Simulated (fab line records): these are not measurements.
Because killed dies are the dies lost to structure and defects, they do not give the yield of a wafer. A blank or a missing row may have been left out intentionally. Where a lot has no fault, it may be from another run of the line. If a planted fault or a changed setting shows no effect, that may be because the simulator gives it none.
fab line records	flow nandHarc
record: lots: 5	wafers: 15	lastDay: 32
route steps=1302 shown P_STI@76 END@1302
lots that met no fault: from a run of the same line without faults
startH: the number of hours between the record's first day and the start of the first shown wafer of the lot	waitH: time in hours since the lot's previous step	" as in the row above	L1.1+2: a row that stands for several wafers	- no value, or no start was given	* or withheld: withheld	< > ~ a bound
route shown NAME@n: names a module that has steps shown in the file, with the first one's number in the route	usual: mean and standard deviation over wafers with no fault	same: alike in all rows	chamber/n: place in a boat	sites: each site's reading	_std_site: their standard deviation	_edge_site: outer sites' mean less inner sites'	radiusMm: how far each site lies from the wafer's centre	mask NAME#n: copy n	behind: the last tool/chamber to shape the wafer	hold: cause of the lot's hold/its duration in hours/its outcome	device: which transistor (n, p or np) failed to switch	end of line: tests run on the same wafers once the route is complete	where a step has no rows: the recipe by itself	killed: dies that structure and defects cost at the first sort, which is not the same as the wafer's yield	map: a wafer's dies, x killed, . not, _ none there
set.NAME: the run value of the setting; set.NAME@STEP: its run value at that earlier step	model.NAME: the simulator's own value behind a step, which no gauge read
lots seen at some steps along the route; tables by step, rows by wafer
services: the hour from which a tool's chamber was out of use, counted from the record's first day as startH (under 0 if before that day), plus the number of hours and why
== steps ==
step: NHARC_P_STI_COAT_41
recipe: tempC: 200	timeS: 65
step: NHARC_P_STI_COAT_03
recipe: spinRpm: 2000	resistThkNm: 600
step: NHARC_P_STI_SOFTBAKE_04
recipe: tempC: 125	timeS: 70
step: NHARC_P_STI_EBR_05
step: NHARC_P_STI_EXPOSE_06
recipe: na: 0.55	targetCdNm: 200	doseMj: 37.69	maskId: P_STI
step: NHARC_P_STI_PEB_07
recipe: pebTempC: 128	pebTimeS: 80
step: NHARC_P_STI_DEVELOP_08
recipe: timeS: 50	devTempC: 22
step: NHARC_P_STI_CD_MEAS_09
recipe: targetCdNm: 200	landingEnergyEv: 500
usual: cdNm: 199.5/2.4
lot.wafer	tool	chamber	startH	waitH	cdNm
L386.1	cdSem-02	0	93.62	-	201.4
L386.3	"	0	"	"	200.2
L386.4	"	0	"	"	200.8
L392.3	cdSem-01	0	155.77	-	201.5
L392.4	"	0	"	"	201.7
L392.5	"	0	"	"	201.1
L399.1	cdSem-02	0	223.17	-	202.2
L399.2	"	0	"	"	200.4
L399.5	"	0	"	"	198.8
L400.2	cdSem-02	0	233.26	-	199.6
L400.3	"	0	"	"	205.8
L400.5	"	0	"	"	202.4
L402.2	cdSem-01	0	253.89	-	202.6
L402.3	"	0	"	"	201.3
L402.6	"	0	"	"	199.5
step: NHARC_P_STI_OVL_MEAS_10
usual: overlayXNm: 2/5.2	overlayYNm: 1/5
lot.wafer	tool	chamber	startH	waitH	overlayXNm	overlayYNm
L386.1	overlay-02	-	93.71	-	-6	-5
L386.3	"	-	"	"	-6	-5
L386.4	"	-	"	"	-6	-5
L392.3	overlay-02	-	155.85	-	2	4
L392.4	"	-	"	"	2	4
L392.5	"	-	"	"	2	5
L399.1	overlay-02	-	223.26	-	9	2
L399.2	"	-	"	"	9	2
L399.5	"	-	"	"	9	2
L400.2	overlay-02	-	233.35	-	11	-9
L400.3	"	-	"	"	11	-10
L400.5	"	-	"	"	11	-10
L402.2	overlay-02	-	253.98	-	0	3
L402.3	"	-	"	"	0	3
L402.6	"	-	"	"	0	3
step: NHARC_P_STI_INSPECT_11
usual: rawDefectCount: 5.6/2.7
lot.wafer	tool	chamber	startH	waitH	rawDefectCount
L386.1	defectInspect-02	-	93.75	0.0	6
L386.3	"	-	"	"	5
L386.4	"	-	"	"	6
L392.3	defectInspect-01	-	155.89	0.0	9
L392.4	"	-	"	"	8
L392.5	"	-	"	"	8
L399.1	defectInspect-02	-	223.30	0.0	4
L399.2	"	-	"	"	4
L399.5	"	-	"	"	4
L400.2	defectInspect-02	-	233.38	0.0	8
L400.3	"	-	"	"	4
L400.5	"	-	"	"	17
L402.2	defectInspect-02	-	254.01	0.0	3
L402.3	"	-	"	"	3
L402.6	"	-	"	"	5
step: NHARC_P_STI_HARDBAKE_13
recipe: tempC: 118	timeS: 65
step: NHARC_P_STI_DESCUM_14
recipe: timeS: 3	o2FlowSccm: 200	arFlowSccm: 0	biasPowerW: 0	chemistry: O2
usual: chamberPressureMTorr: 60.00/0.055	drypumpMotorCurrentA: 5.8/0.53	oesProductAu: 1.002/0.011	rfVppV: 58.0/0.97	showerheadPlenumPTorr: 1.93/0.099	throttleValvePct: 11.311/0.009
lot.wafer	tool	chamber	startH	waitH	chamberPressureMTorr	drypumpMotorCurrentA	oesProductAu	rfHoursCounterH	rfVppV	showerheadPlenumPTorr	throttleValvePct
L386.1	rieDiel-01	0	93.88	-	60.02	5.8	1.004	1	57.1	1.82	11.314
L386.4	"	2	"	"	60.01	5.3	1.002	2	58.8	1.87	11.320
L386.3	"	3	"	"	60.01	6.7	1.020	1	56.9	2.03	11.298
L392.4	rieDiel-07	2	156.03	-	59.97	5.7	1.012	2	57.8	1.92	11.308
L392.3	"	3	"	"	60.01	5.3	0.998	2	57.3	1.79	11.326
L392.5	"	3	"	"	59.97	5.3	1.000	-	57.3	1.79	11.314
L399.2	rieDiel-08	2	223.43	-	60.06	6.5	0.987	1	58.4	1.91	11.322
L399.1	"	3	"	"	59.93	5.9	0.982	1	55.5	1.78	11.311
L399.5	"	2	"	"	59.97	6.5	0.980	-	58.4	1.91	11.317
L400.2	rieDiel-01	2	233.52	-	60.00	5.3	1.000	1	56.5	1.87	11.299
L400.3	"	3	"	"	60.00	6.7	1.024	1	57.5	2.03	11.315
L400.5	"	2	"	"	59.99	5.3	0.995	-	57.5	1.87	11.298
L402.2	rieDiel-07	0	254.14	-	60.05	5.5	1.000	8	57.6	1.81	11.298
L402.3	"	2	"	"	59.97	5.6	1.012	7	57.2	1.92	11.309
L402.6	"	1	"	"	60.00	6.4	1.000	-	59.2	2.06	11.312
step: NHARC_P_STI_ETCH_42
recipe: targetDepthA: 800	overetchA: 240	timeS: 61	ionEnergyEv: 200	n2FlowSccm: 150	h2FlowSccm: 150	arFlowSccm: 0	rfW: 400	biasW: 150	chemistry: N2/H2
usual: chamberPressureMTorr: 29.999/0.029	drypumpMotorCurrentA: 5.7/0.53	oesProductAu: 1.001/0.011	rfVppV: 431/3	showerheadPlenumPTorr: 2.05/0.11	throttleValvePct: 14.171/0.0091
lot.wafer	tool	chamber	startH	waitH	chamberPressureMTorr	drypumpMotorCurrentA	oesProductAu	rfHoursCounterH	rfVppV	showerheadPlenumPTorr	throttleValvePct
L386.4	rieDiel-01	3	93.97	0.1	29.990	6.7	1.020	1	433	2.17	14.175
L386.3	"	0	"	"	29.985	5.8	1.008	1	427	1.94	14.180
L386.1	"	1	"	"	29.989	5.9	1.001	2	434	2.10	14.182
L392.4	rieDiel-07	2	156.12	0.1	30.048	5.6	1.008	2	431	2.05	14.164
L392.3	"	1	"	"	29.976	6.4	0.988	2	433	2.21	14.165
L392.5	"	3	"	"	29.987	5.3	0.858	-	427	1.90	14.162
L399.1	rieDiel-08	0	223.52	0.1	30.009	5.7	0.997	1	434	2.15	14.159
L399.2	"	1	"	"	29.977	4.9	0.998	1	434	2.17	14.159
L399.5	"	0	"	"	30.001	5.7	0.996	-	434	2.15	14.177
L400.3	rieDiel-01	2	233.61	0.1	29.990	5.3	0.989	1	430	1.99	14.176
L400.2	"	3	"	"	30.018	6.7	1.023	1	434	2.17	14.170
L400.5	"	1	"	"	29.992	5.9	0.993	-	432	2.09	14.161
L402.3	rieDiel-07	2	254.23	0.1	29.989	5.6	1.006	7	431	2.05	14.172
L402.2	"	1	"	"	29.947	6.5	0.990	7	435	2.20	14.162
L402.6	"	2	"	"	29.968	5.6	1.009	-	431	2.05	14.164
step: NHARC_P_STI_ETCH_31
recipe: targetDepthA: 1089	timeS: 54.5	cf4FlowSccm: 100	chf3FlowSccm: 30	arFlowSccm: 0	rfW: 500	biasW: 200	chemistry: CF4/CHF3
usual: chamberPressureMTorr: 25.002/0.025	drypumpMotorCurrentA: 5.8/0.51	oesProductAu: 0.967/0.013	rfVppV: 370.8/2.5	showerheadPlenumPTorr: 1.58/0.076	throttleValvePct: 16.803/0.0093
lot.wafer	tool	chamber	startH	waitH	chamberPressureMTorr	drypumpMotorCurrentA	oesProductAu	rfHoursCounterH	rfVppV	showerheadPlenumPTorr	throttleValvePct
L386.3	rieDiel-01	2	-	-	24.993	5.3	0.970	2	370.5	1.54	16.802
L386.1	"	3	"	"	24.981	6.6	0.993	1	372.6	1.67	16.801
L386.4	"	1	"	"	24.973	5.9	0.957	2	372.9	1.61	16.799
L392.3	rieDiel-07	1	-	-	24.992	6.4	0.975	2	375.5	1.69	16.793
L392.4	"	3	"	"	24.969	5.3	0.961	2	367.1	1.47	16.811
L392.5	"	1	"	"	24.967	6.4	0.972	-	374.1	1.69	16.803
L399.2	rieDiel-08	2	-	-	24.992	6.5	0.951	1	369.7	1.57	16.803
L399.1	"	3	"	"	25.002	6.0	0.948	1	367.6	1.47	16.801
L399.5	"	2	"	"	25.015	6.4	0.949	-	371.6	1.57	16.796
L400.3	rieDiel-01	0	-	-	24.958	5.8	0.962	1	369.2	1.50	16.801
L400.2	"	1	"	"	25.004	5.9	0.973	1	373.1	1.61	16.803
L400.5	"	0	"	"	24.957	5.8	0.969	-	367.5	1.50	16.803
L402.3	rieDiel-07	3	-	-	25.016	5.3	0.952	7	368.1	1.47	16.794
L402.2	"	1	"	"	24.992	6.4	0.949	7	375.2	1.69	16.808
L402.6	"	3	"	"	25.007	5.3	0.958	-	367.4	1.47	16.792
step: NHARC_END_SORT_01
recipe: tempC: 25
usual: killedAtArray: 53/18	killedAtOther: 0.8/1.1	killedAtPeriphery: 4.1/2.7	killedDies: 58/18	killedOpen: 3.1/1.7	killedShort: 2.7/1.7
same: grossDies: 677
lot.wafer	tool	chamber	startH	waitH	killedAtArray	killedAtOther	killedAtPeriphery	killedDies	killedOpen	killedShort
L386.1	prober-02	0	617.42	2.5	47	0	4	51	4	3
L386.3	prober-02	0	619.02	3.1	42	1	1	44	2	2
L386.4	prober-02	0	619.83	3.4	51	0	2	53	4	5
L392.3	prober-01	0	680.36	3.1	40	2	2	44	3	1
L392.4	prober-01	0	681.15	3.4	55	0	3	58	3	4
L392.5	prober-01	0	681.95	3.7	37	1	4	42	2	5
L400.2	prober-01	0	753.66	2.8	64	0	1	65	1	1
L400.3	prober-01	0	754.45	3.1	93	1	4	98	3	5
L400.5	prober-01	0	756.02	3.7	94	0	6	100	4	2
L399.1	prober-01	0	762.33	2.5	30	2	2	34	2	1
L399.2	prober-01	0	763.14	2.8	26	1	8	35	3	2
L399.5	prober-01	0	765.55	3.7	33	3	2	38	5	3
L402.2	prober-02	0	771.61	2.8	35	1	4	40	2	0
L402.3	prober-02	0	772.39	3.1	57	2	4	63	3	5
L402.6	prober-02	0	774.75	3.9	42	2	2	46	6	1
killed by level:class
L386.1 A_SLIT:chamberFilmFlake=26 A_CHANNEL_HOLE_D2:chamberFilmFlake=7 A_DECK1_JOINT:chamberFilmFlake=3 P_CONTACT:geometricParticle:open=2 P_GATE:chamberFilmFlake=2 A_WL_FILL:chamberFilmFlake=2 A_CONTACT:chamberFilmFlake=2 A_ONON_D1:geometricParticle:short=1
L386.3 A_SLIT:chamberFilmFlake=18 A_CHANNEL_HOLE_D2:chamberFilmFlake=7 A_CHANNEL_HOLE_D1:chamberFilmFlake=4 A_CONTACT:chamberFilmFlake=4 A_STAIRCASE:chamberFilmFlake=2 A_SGD_CUT:chamberFilmFlake=2 A_WL_FILL:chamberFilmFlake=2 P_STI:geometricParticle:short=1
L386.4 A_SLIT:chamberFilmFlake=30 A_CHANNEL_HOLE_D1:chamberFilmFlake=3 A_CHANNEL_HOLE_D2:chamberFilmFlake=3 A_CHANNEL_FILL_D1:geometricParticle:short=2 A_CHANNEL_FILL_D1:geometricParticle:open=2 A_STAIRCASE:chamberFilmFlake=2 A_SGD_CUT:chamberFilmFlake=2 A_CONTACT:chamberFilmFlake=2
L392.3 A_SLIT:chamberFilmFlake=24 A_ZERO_WELL:chamberFilmFlake=3 A_WL_FILL:chamberFilmFlake=3 A_CHANNEL_HOLE_D1:chamberFilmFlake=2 A_CONTACT:chamberFilmFlake=2 A_ONON_D2:geometricParticle:short=1 A_WL_FILL:geometricParticle:open=1 A_BLC:geometricParticle:open=1
L392.4 A_SLIT:chamberFilmFlake=38 P_CONTACT:chamberFilmFlake=3 A_CHANNEL_HOLE_D1:chamberFilmFlake=3 A_CONTACT:chamberFilmFlake=3 A_WL_FILL:geometricParticle:short=2 A_CHANNEL_HOLE_D2:chamberFilmFlake=2 A_SOURCE_PLATE:geometricParticle:short=1 A_CHANNEL_FILL_D1:geometricParticle:open=1
L392.5 A_SLIT:chamberFilmFlake=26 A_SGD_CUT:chamberFilmFlake=3 P_M0:geometricParticle:open=2 A_CHANNEL_FILL_D1:geometricParticle:short=2 A_ZERO_WELL:chamberFilmFlake=2 A_DECK1_JOINT:geometricParticle:short=1 A_WL_FILL:geometricParticle:short=1 A_M0:geometricParticle:short=1
L400.2 A_CHANNEL_HOLE_D2:chamberFilmFlake=28 A_SLIT:chamberFilmFlake=21 A_CHANNEL_HOLE_D1:chamberFilmFlake=11 A_SLIT:geometricParticle:short=1 A_BLC:geometricParticle:open=1 P_GATE:chamberFilmFlake=1 A_CHANNEL_FILL_D1:chamberFilmFlake=1 A_CONTACT:chamberFilmFlake=1
L400.3 A_CHANNEL_HOLE_D1:chamberFilmFlake=35 A_CHANNEL_HOLE_D2:chamberFilmFlake=28 A_SLIT:chamberFilmFlake=18 A_CONTACT:chamberFilmFlake=6 P_CONTACT:geometricParticle:open=1 P_M0:geometricParticle:open=1 P_M2:geometricParticle:short=1 A_ONON_D1:geometricParticle:short=1
L400.5 A_CHANNEL_HOLE_D1:chamberFilmFlake=35 A_CHANNEL_HOLE_D2:chamberFilmFlake=25 A_SLIT:chamberFilmFlake=24 A_CONTACT:chamberFilmFlake=5 P_M0:geometricParticle:open=2 A_ZERO_WELL:chamberFilmFlake=2 P_CONTACT:geometricParticle:open=1 P_M0:geometricParticle:short=1
L399.1 A_CHANNEL_HOLE_D1:chamberFilmFlake=12 A_SLIT:chamberFilmFlake=7 A_ZERO_WELL:chamberFilmFlake=4 A_CONTACT:chamberFilmFlake=3 P_M1:chamberFilmFlake=2 A_WL_FILL:geometricParticle:short=1 A_CONTACT:geometricParticle:open=1 STARTING-WAFER:geometricParticle:open=1
L399.2 A_SLIT:chamberFilmFlake=9 A_CHANNEL_HOLE_D1:chamberFilmFlake=8 P_GATE:chamberFilmFlake=2 P_M1:chamberFilmFlake=2 A_ZERO_WELL:chamberFilmFlake=2 A_STAIRCASE:chamberFilmFlake=2 A_CONTACT:chamberFilmFlake=2 P_STI:geometricParticle:open=1
L399.5 A_CHANNEL_HOLE_D1:chamberFilmFlake=10 A_SLIT:chamberFilmFlake=7 A_CONTACT:chamberFilmFlake=3 THIN_TSV:chamberFilmFlake=3 A_ONON_D1:geometricParticle:short=2 A_CHANNEL_FILL_D2:chamberFilmFlake=2 A_STAIRCASE:chamberFilmFlake=2 A_ONON_D1:geometricParticle:open=1
L402.2 A_SLIT:chamberFilmFlake=21 A_CONTACT:chamberFilmFlake=4 A_CHANNEL_FILL_D1:chamberFilmFlake=3 A_DECK1_JOINT:chamberFilmFlake=2 A_M0:chamberFilmFlake=2 P_GATE:geometricParticle:open=1 P_M0:geometricParticle:open=1 P_ZERO_WELL:chamberFilmFlake=1
L402.3 A_SLIT:chamberFilmFlake=32 A_CONTACT:chamberFilmFlake=9 A_STAIRCASE:chamberFilmFlake=6 A_DECK1_JOINT:chamberFilmFlake=2 THIN_TSV:chamberFilmFlake=2 P_CONTACT:geometricParticle:open=1 P_M1:geometricParticle:open=1 P_M2:geometricParticle:short=1
L402.6 A_SLIT:chamberFilmFlake=20 A_CONTACT:chamberFilmFlake=6 A_STAIRCASE:chamberFilmFlake=4 A_CHANNEL_FILL_D1:geometricParticle:open=2 A_CHANNEL_HOLE_D1:chamberFilmFlake=2 A_DECK1_JOINT:chamberFilmFlake=2 THIN_TSV:chamberFilmFlake=2 P_M0:geometricParticle:open=1
== services ==
tool	chamber	startH	hours	kind
rieDiel-07	0	71.71	-	clean
rieDiel-07	1	71.71	-	clean
rieDiel-07	2	71.71	-	clean
rieDiel-07	3	71.71	-	clean
rieDiel-01	0	84.84	-	clean
rieDiel-01	1	84.84	-	clean
rieDiel-01	2	84.84	-	clean
rieDiel-01	3	84.84	-	clean
rieDiel-07	0	96.21	-	clean
rieDiel-07	1	96.21	-	clean
rieDiel-07	2	96.21	-	clean
rieDiel-07	3	96.21	-	clean
rieDiel-01	0	109.34	-	clean
rieDiel-01	1	109.34	-	clean
rieDiel-08	-	116.25	0.4	repair
rieDiel-07	-	117.21	9.0	pm
rieDiel-08	0	118.73	12.2	repair
rieDiel-01	-	151.81	0.9	repair
rieDiel-08	2	152.58	1.3	repair
rieDiel-08	-	191.05	9.0	pm
rieDiel-08	2	203.25	12.5	repair
rieDiel-01	-	203.84	9.0	pm
rieDiel-07	-	245.14	1.2	repair
rieDiel-01	0	249.99	2.4	repair
== key ==
firstSign: step: NHARC_P_STI_ETCH_42	reading: oesProductAu	direction: down	sigmas: 13	usual: 1.001	struck: 0.858
effect none on later readings
metAt NHARC_P_STI_ETCH_42
struckWafers L392.5
testerLeftOut L392
fault: kind: processParameterDrift	tool: rieDiel-07	chamber: -	onsetH: 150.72	steps: NHARC_P_STI_ETCH_42	channel: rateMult	offset: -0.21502	shape: step	endH: 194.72	scope: struckWafersOnly
testerLeftOut: of these lots the tester's yield and bins aren't shown, on N5 and GAA mostly nor the transistor test; their killed dies are dies lost to structure and defects alone, not to doping, threshold or leakage, so they don't give the yield
